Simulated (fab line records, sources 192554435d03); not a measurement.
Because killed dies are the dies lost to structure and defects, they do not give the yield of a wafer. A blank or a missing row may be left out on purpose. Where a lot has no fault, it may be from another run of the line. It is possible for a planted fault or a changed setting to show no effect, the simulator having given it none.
fab line records	flow n5Finfet
record lots=12	wafers=36	lastDay=19
route steps=1938 shown BEOL_M8@1381 TV_OPEN@1890 PAD_METAL@1895 PASSIVATION@1926
lots that met no fault: from a run of the same line without faults
startH: hours from the record's opening day to when the first of the lot's shown wafers began	waitH: how many hours have passed since the lot's step before this one	" identical to the entry in the row above	L1.1+2: a single row standing in for several wafers	- value missing, or start not given	* or withheld: withheld	< > ~ a bound
route shown NAME@n: NAME is a module with steps in the file, n the number in the route of the first one	usual: mean/standard deviation taken from wafers without a fault	same: alike in all rows	chamber/n: place in a boat	sites: each site's reading	_std_site: how widely they spread, as a standard deviation	_edge_site: the outer-site mean with the inner-site mean subtracted	radiusMm: for every site, how far away it sits from the centre of the wafer	mask NAME#n: copy n	behind: tool/chamber where the wafer was last shaped	hold: reason for holding the lot/hours on hold/outcome of the hold	device: transistor that didn't switch, given as n, p or np	end of line: tests of these same wafers at the route's end	where a step has no rows: the recipe by itself	killed: dies that structure and defects cost at the first sort, which is not the same as the wafer's yield	map: per-die view of a wafer (x killed, . not killed, _ where there is no die)
set.NAME: setting as actually run; set.NAME@STEP: the setting as run at that earlier step	model.NAME: the simulator's own value behind a step, which no gauge read
one table for each step of the route and one row for each wafer, over a sample of lots
services: from which hour (startH, from the record's first day; less than 0 if before it) a tool's chamber was out of use, for how many hours, and why
## steps
# step N5_BEOL_M8_HM_STRIP_39
# recipe chemistry=peroxideTinStrip	material=TiN	targetDepthA=250	tempC=50	timeS=158
lot.wafer	tool	chamber	startH	waitH
L133.1+3+5	wetBench-02	2,6,1	246.27	0.0
L135.2+3+5	wetBench-01	3,1,7	246.31	0.0
L134.1+3+6	wetBench-01	4,5,0	247.84	0.0
L136.2+4+6	wetBench-03	1,6,7	256.07	0.0
L138.1+2+4	wetBench-01	7,0,4	276.74	0.0
L140.2+4+6	wetBench-02	4,1,5	278.31	0.0
L143.2+4+5	wetBench-02	7,3,1	304.59	0.0
L148.1+2+4	wetBench-01	3,5,0	312.86	0.0
L152.2+4+6	wetBench-03	3,6,2	359.02	0.0
L153.3+4+5	wetBench-03	2,7,3	362.16	0.0
L154.1+3+4	wetBench-01	0,7,1	362.67	0.0
L156.1+3+6	wetBench-03	7,6,1	383.03	0.0
# step N5_PASSIVATION_ETCH_15
# recipe chemistry=CF4/N2	target=SiCN	targetDepthA=750	taperDeg=2	timeS=81.2	ionEnergyEv=150	maskMaterial=SiNx	pressureMtorr=40	sourceW=430	biasW=70	Ar_flow_sccm=100	cf4FlowSccm=60	n2FlowSccm=60
# usual drypumpMotorCurrentA=5.8/0.57	oesProductAu=0.77/0.08	rfVppV=381.7/1.9	showerheadPlenumPTorr=2.18/0.067	throttleValvePct=15.52/0.2
lot.wafer	tool	chamber	startH	waitH	drypumpMotorCurrentA	oesProductAu	rfHoursCounterH	rfVppV	showerheadPlenumPTorr	throttleValvePct
L134.1	rieDiel-02	3	-	-	6.8	0.78	130	380.1	2.13	15.83
L134.3	"	0	"	"	5.3	0.83	91	383.5	2.22	15.25
L134.6	"	3	"	"	6.8	0.78	-	380.3	2.13	15.83
L135.2	rieDiel-06	3	-	-	4.9	0.70	192	381.8	2.20	15.63
L135.3	"	0	"	"	6.5	0.85	53	382.8	2.24	15.28
L135.5	"	1	"	"	6.0	0.68	-	384.1	2.26	15.84
L133.1	rieDiel-04	3	-	-	5.6	0.76	162	380.8	2.11	15.61
L133.3	"	0	"	"	6.0	0.86	73	379.6	2.16	15.38
L133.5	"	0	"	"	6.0	0.85	-	381.4	2.16	15.39
L136.2	rieDiel-06	0	-	-	6.5	0.86	53	384.0	2.24	15.28
L136.4	"	3	"	"	5.0	0.70	193	380.9	2.20	15.62
L136.6	"	1	"	"	6.0	0.68	-	383.4	2.26	15.83
L140.2	rieDiel-04	1	-	-	5.1	0.83	85	383.4	2.21	15.48
L140.4	"	2	"	"	5.2	0.66	245	378.8	2.08	15.62
L140.6	"	0	"	"	6.0	0.85	-	381.3	2.15	15.40
L138.1	rieDiel-04	0	-	-	6.0	0.85	80	380.2	2.15	15.42
L138.2	"	3	"	"	5.6	0.76	170	380.6	2.11	15.65
L138.4	"	1	"	"	5.1	0.83	86	381.7	2.21	15.49
L143.2	rieDiel-06	1	-	-	6.0	0.66	249	383.0	2.26	15.88
L143.4	"	3	"	"	4.9	0.68	211	380.4	2.19	15.66
L143.5	"	2	"	"	5.7	0.73	-	379.1	2.10	15.66
L148.1	rieDiel-04	2	-	-	5.2	0.98	4	385.5	2.34	15.17
L148.2	"	1	"	"	5.2	0.82	97	383.3	2.21	15.52
L148.4	"	3	"	"	5.6	0.74	183	380.2	2.11	15.64
L154.1	rieDiel-06	1	-	-	6.0	0.98	5	383.0	2.26	15.40
L154.3	"	2	"	"	5.7	0.72	209	379.5	2.09	15.70
L154.4	"	3	"	"	4.9	0.67	228	381.5	2.18	15.70
L153.3	rieDiel-06	1	-	-	6.0	0.98	9	383.1	2.25	15.39
L153.4	"	3	"	"	4.9	0.67	233	381.7	2.18	15.71
L153.5	"	2	"	"	5.7	0.72	-	379.5	2.09	15.72
L152.2	rieDiel-06	1	-	-	6.0	0.97	10	382.7	2.25	15.39
L152.4	"	2	"	"	5.7	0.72	214	379.5	2.09	15.71
L152.6	"	2	"	"	5.7	0.72	-	380.4	2.09	15.71
L156.1	rieDiel-04	0	-	-	6.0	0.82	111	380.9	2.14	15.45
L156.3	"	3	"	"	5.6	0.72	202	379.3	2.10	15.71
L156.6	"	3	"	"	5.6	0.73	-	379.1	2.10	15.69
# step N5_PASSIVATION_SPUTTER_20
# recipe material=TaN	targetThkA=500	tempC=25	chamberPressurePa=0.4
# usual substrateTempC=25.01/0.11	throttleValvePct=30.3/1.4
lot.wafer	tool	chamber	startH	waitH	substrateTempC	throttleValvePct
L134.1	pvdSputter-01	-	311.30	0.0	25.10	33.4
L134.3	"	-	"	"	25.16	31.2
L134.6	"	-	"	"	25.10	31.4
L135.2	pvdSputter-03	-	315.94	0.0	24.98	28.1
L135.3	"	-	"	"	24.91	29.8
L135.5	"	-	"	"	24.92	30.7
L133.1	pvdSputter-02	-	320.37	0.0	24.99	30.4
L133.3	"	-	"	"	25.05	28.1
L133.5	"	-	"	"	25.02	30.1
L136.2	pvdSputter-02	-	320.97	0.0	24.87	30.5
L136.4	"	-	"	"	24.82	30.8
L136.6	"	-	"	"	24.84	30.5
L140.2	pvdSputter-02	-	340.42	0.0	24.79	28.0
L140.4	"	-	"	"	24.91	31.2
L140.6	"	-	"	"	25.08	31.0
L138.1	pvdSputter-02	-	342.90	0.0	25.01	30.0
L138.2	"	-	"	"	25.04	28.1
L138.4	"	-	"	"	24.99	29.8
L143.2	pvdSputter-01	-	371.90	0.0	25.04	33.3
L143.4	"	-	"	"	24.99	29.5
L143.5	"	-	"	"	24.91	30.6
L148.1	pvdSputter-01	-	383.50	0.0	24.78	29.5
L148.2	"	-	"	"	25.01	30.6
L148.4	"	-	"	"	24.92	33.3
L154.1	pvdSputter-03	-	424.78	0.0	24.91	28.3
L154.3	"	-	"	"	24.79	30.0
L154.4	"	-	"	"	25.24	30.9
L153.3	pvdSputter-03	-	432.59	0.0	25.15	30.1
L153.4	"	-	"	"	25.04	30.8
L153.5	"	-	"	"	25.19	29.7
L152.2	pvdSputter-03	-	438.17	0.0	25.10	29.8
L152.4	"	-	"	"	24.99	28.2
L152.6	"	-	"	"	25.05	29.9
L156.1	pvdSputter-02	-	444.83	0.0	25.00	30.5
L156.3	"	-	"	"	25.01	30.0
L156.6	"	-	"	"	24.87	31.0
# step N5_PASSIVATION_OVL_MEAS_66
# recipe pointsPerWafer=44
# usual PASS_OPEN_OVL=0/4.6
lot.wafer	tool	chamber	startH	waitH	PASS_OPEN_OVL[nm]
L134.1	overlay-01	0	314.89	0.0	-7
L134.3	"	0	"	"	0
L134.6	"	0	"	"	-5
L135.2	overlay-01	0	318.42	0.0	-7
L135.3	"	0	"	"	-3
L135.5	"	0	"	"	-1
L133.1	overlay-02	0	323.37	0.0	-6
L133.3	"	0	"	"	-2
L133.5	"	0	"	"	0
L136.2	overlay-01	0	323.68	0.0	-2
L136.4	"	0	"	"	-2
L136.6	"	0	"	"	-7
L140.2	overlay-01	0	342.94	0.0	3
L140.4	"	0	"	"	0
L140.6	"	0	"	"	-4
L138.1	overlay-02	0	345.43	0.0	6
L138.2	"	0	"	"	1
L138.4	"	0	"	"	4
L143.2	overlay-02	0	374.60	0.0	-6
L143.4	"	0	"	"	-4
L143.5	"	0	"	"	-1
L148.1	overlay-01	0	386.73	0.0	-6
L148.2	"	0	"	"	-4
L148.4	"	0	"	"	-8
L154.1	overlay-01	0	427.15	0.0	-2
L154.3	"	0	"	"	3
L154.4	"	0	"	"	1
L153.3	overlay-02	0	435.06	0.0	-5
L153.4	"	0	"	"	-6
L153.5	"	0	"	"	-1
L152.2	overlay-02	0	441.11	0.0	-3
L152.4	"	0	"	"	2
L152.6	"	0	"	"	0
L156.1	overlay-01	0	447.61	0.0	-1
L156.3	"	0	"	"	-7
L156.6	"	0	"	"	2
# step N5_PASSIVATION_PROBE_49
# usual defectLimitedYield=91.0/1.4	killed_at_M0_to_M3=33/11	killed_at_M4_up=14/5	killedAtContacts=11/7.3	killedAtFrontEnd=43/12	killedAtOther=4/3.1	killedDies=106/17	killedOnRim=14/3.8	killedOpen=69/13	killedShort=34/8.7	sort_bin_5_function=5.2/0.96	sort_bin_6_memory=3.3/0.66	sortNPass=1074/17	sortYieldPct=91.0/1.4
# same grossDies=1180	killedAtBackSide=0	sort_bin_4_leakage[%]=0	sort_bin_8_speed[%]=0
lot.wafer	tool	chamber	startH	waitH	defectLimitedYield[%]	killed_at_M0_to_M3	killed_at_M4_up	killedAtContacts	killedAtFrontEnd	killedAtOther	killedDies	killedOnRim	killedOpen	killedShort	sort_bin_5_function[%]	sort_bin_6_memory[%]	sortNPass	sortYieldPct[%]
L133.1	prober-01	-	326.47	0.0	90.4	27	14	8	63	1	113	20	82	26	6.3	2.6	1067	90.4
L133.3	prober-01	-	326.57	0.1	91.6	27	11	6	55	0	99	15	72	26	5.8	2.5	1081	91.6
L133.5	prober-01	-	326.67	0.2	89.6	31	17	11	61	3	123	14	78	44	6.3	3.6	1057	89.6
L143.2	prober-02	-	377.75	0.1	81.2	58	107	11	42	4	222	35	83	34	11.3	5.3	958	81.2
L143.4	prober-02	-	377.85	0.2	87.2	84	9	16	36	6	151	20	91	60	7.3	4.9	1029	87.2
L143.5	prober-02	-	377.90	0.2	88.5	53	15	8	57	3	136	22	99	35	7.2	4.0	1044	88.5
L154.1	prober-02	-	430.29	0.0	92.5	27	17	8	33	3	88	12	61	24	4.2	2.9	1092	92.5
L154.3	prober-02	-	430.39	0.1	90.6	48	21	1	40	1	111	21	60	43	4.4	3.6	1069	90.6
L154.4	prober-02	-	430.44	0.2	91.6	18	17	13	42	9	99	17	60	38	4.2	3.9	1081	91.6
L152.2	prober-01	-	444.63	0.1	92.9	35	11	4	31	3	84	17	51	32	3.8	2.9	1096	92.9
L152.4	prober-01	-	444.73	0.2	92.4	43	14	4	26	3	90	9	56	33	4.8	2.1	1090	92.4
L152.6	prober-01	-	444.83	0.3	89.8	43	17	15	36	9	120	13	82	38	5.1	4.9	1060	89.8
# killed by level:class
L133.1 STI_FIN_REVEAL:geometricParticle:open=30 BEOL_M3:geometricParticle:open=10 FIN_SAQP:geometricParticle:open=9 FIN_SAQP:geometricParticle:short=7 MOL_CONTACT_COAG:geometricParticle:open=5 BEOL_M2:geometricParticle:open=4 BEOL_M5:geometricParticle:open=4 BEOL_M4:geometricParticle:open=4
L133.3 STI_FIN_REVEAL:geometricParticle:open=23 FIN_SAQP:geometricParticle:open=11 BEOL_M0_SAQP:geometricParticle:open=6 MOL_CONTACT_COAG:geometricParticle:open=5 BEOL_M0_SAQP:geometricParticle:short=5 BEOL_M1:geometricParticle:short=5 BEOL_M1:geometricParticle:open=4 BEOL_M4:geometricParticle:open=4
L133.5 STI_FIN_REVEAL:geometricParticle:open=18 BEOL_M1:geometricParticle:open=11 STI_FIN_REVEAL:geometricParticle:short=10 MOL_CONTACT_COAG:geometricParticle:open=9 FIN_SAQP:geometricParticle:short=8 FIN_SAQP:geometricParticle:open=8 BEOL_M4:geometricParticle:open=8 GATE_CUT:geometricParticle:short=7
L143.2 BEOL_M8:unspecified=97 BEOL_M0_SAQP:geometricParticle:open=16 BEOL_M0_SAQP:geometricParticle:short=15 BEOL_M2:geometricParticle:open=13 MOL_CONTACT_COAG:geometricParticle:open=11 DUMMY_GATE:geometricParticle:open=10 HKMG_FIN:areaEtch=7 STI_FIN_REVEAL:geometricParticle:open=6
L143.4 BEOL_M0_SAQP:geometricParticle:short=32 BEOL_M0_SAQP:geometricParticle:open=28 MOL_CONTACT_COAG:geometricParticle:open=13 STI_FIN_REVEAL:geometricParticle:open=8 DUMMY_GATE:geometricParticle:open=8 BEOL_M2:geometricParticle:open=8 BEOL_M1:geometricParticle:open=5 BEOL_M4:geometricParticle:open=5
L143.5 STI_FIN_REVEAL:geometricParticle:open=28 BEOL_M2:geometricParticle:open=14 BEOL_M0_SAQP:geometricParticle:open=11 BEOL_M0_SAQP:geometricParticle:short=9 STI_FIN_REVEAL:geometricParticle:short=7 DUMMY_GATE:geometricParticle:open=7 MOL_CONTACT_COAG:geometricParticle:open=7 BEOL_M3:geometricParticle:open=7
L154.1 BEOL_M4:geometricParticle:open=9 BEOL_M2:geometricParticle:open=8 STI_FIN_REVEAL:geometricParticle:open=6 DUMMY_GATE:geometricParticle:open=6 BEOL_M3:geometricParticle:open=6 MOL_CONTACT_COAG:geometricParticle:open=6 FIN_SAQP:geometricParticle:short=4 FIN_SAQP:geometricParticle:open=3
L154.3 BEOL_M0_SAQP:geometricParticle:short=17 BEOL_M2:geometricParticle:open=14 DUMMY_GATE:geometricParticle:open=10 FIN_SAQP:geometricParticle:short=8 BEOL_M4:geometricParticle:open=8 BEOL_M0_SAQP:geometricParticle:open=7 FIN_SAQP:geometricParticle:open=5 HKMG_FIN:areaEtch=5
L154.4 FIN_SAQP:geometricParticle:short=13 MOL_CONTACT_COAG:geometricParticle:open=11 BEOL_M4:geometricParticle:open=9 STI_FIN_REVEAL:geometricParticle:open=8 GATE_CUT:geometricParticle:short=6 STARTING-WAFER:geometricParticle:open=4 BEOL_M3:geometricParticle:open=4 BEOL_M4:geometricParticle:short=4
L152.2 BEOL_M1:geometricParticle:open=12 BEOL_M0_SAQP:geometricParticle:short=11 STI_FIN_REVEAL:geometricParticle:open=7 BEOL_M0_SAQP:geometricParticle:open=5 STARTING-WAFER:geometricParticle:short=4 FIN_SAQP:geometricParticle:short=3 FIN_SAQP:geometricParticle:open=3 MOL_CONTACT_COAG:geometricParticle:short=3
L152.4 BEOL_M0_SAQP:geometricParticle:short=9 BEOL_M0_SAQP:geometricParticle:open=8 BEOL_M1:geometricParticle:open=7 BEOL_M4:geometricParticle:open=7 BEOL_M2:geometricParticle:open=6 STI_FIN_REVEAL:geometricParticle:open=4 BEOL_M3:geometricParticle:open=4 FIN_SAQP:geometricParticle:short=3
L152.6 MOL_CONTACT_COAG:geometricParticle:open=13 BEOL_M0_SAQP:geometricParticle:open=13 BEOL_M0_SAQP:geometricParticle:short=11 BEOL_M4:geometricParticle:open=9 STI_FIN_REVEAL:geometricParticle:open=8 FIN_SAQP:geometricParticle:open=7 GATE_CUT:geometricParticle:short=7 BEOL_M1:geometricParticle:open=7
## services
tool	chamber	startH	hours	kind
rieDiel-02	1	227.08	8.1	repair
rieDiel-04	1	232.09	5.6	repair
rieDiel-06	3	296.14	2.1	repair
rieDiel-02	2	333.65	4.7	repair
wetBench-03	-	342.67	1.9	pm
rieDiel-04	2	352.44	-	clean
rieDiel-04	2	352.44	-	consumableReplace:focusRing
rieDiel-04	2	352.44	-	consumableReplace:showerhead
pvdSputter-03	-	353.36	1.1	repair
pvdSputter-03	-	355.01	3.2	repair
rieDiel-06	1	373.44	-	clean
rieDiel-06	1	373.44	-	consumableReplace:focusRing
rieDiel-06	1	373.44	28.9	scheduledDown
rieDiel-06	1	373.44	28.9	ventCycle
rieDiel-02	0	410.64	6.7	repair
rieDiel-02	3	411.52	9.5	repair
rieDiel-02	0	444.47	3.3	repair
## key
firstSign step=N5_PASSIVATION_PROBE_49	reading=killed_at_M4_up	direction=up	sigmas=18	usual=14	struck=107
effect step=N5_PASSIVATION_PROBE_49	reading=defectLimitedYield	direction=down	sigmas=6.9	usual=91.0	struck=81.2
moreKillsBornAt N5_BEOL_M8_HM_STRIP_39@wetBench-02=97
metAt N5_BEOL_M8_HM_STRIP_39
struckLots L143
struckWafers L143.2
notActingAt N5_PASSIVATION_ETCH_15,N5_PASSIVATION_SPUTTER_20,N5_PASSIVATION_OVL_MEAS_66
fault kind=chamberParticleSource	tool=wetBench-02	chamber=7	onsetH=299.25	steps=N5_BEOL_M8_HM_STRIP_39	ratePerVisitCm2=0.5211	endH=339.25
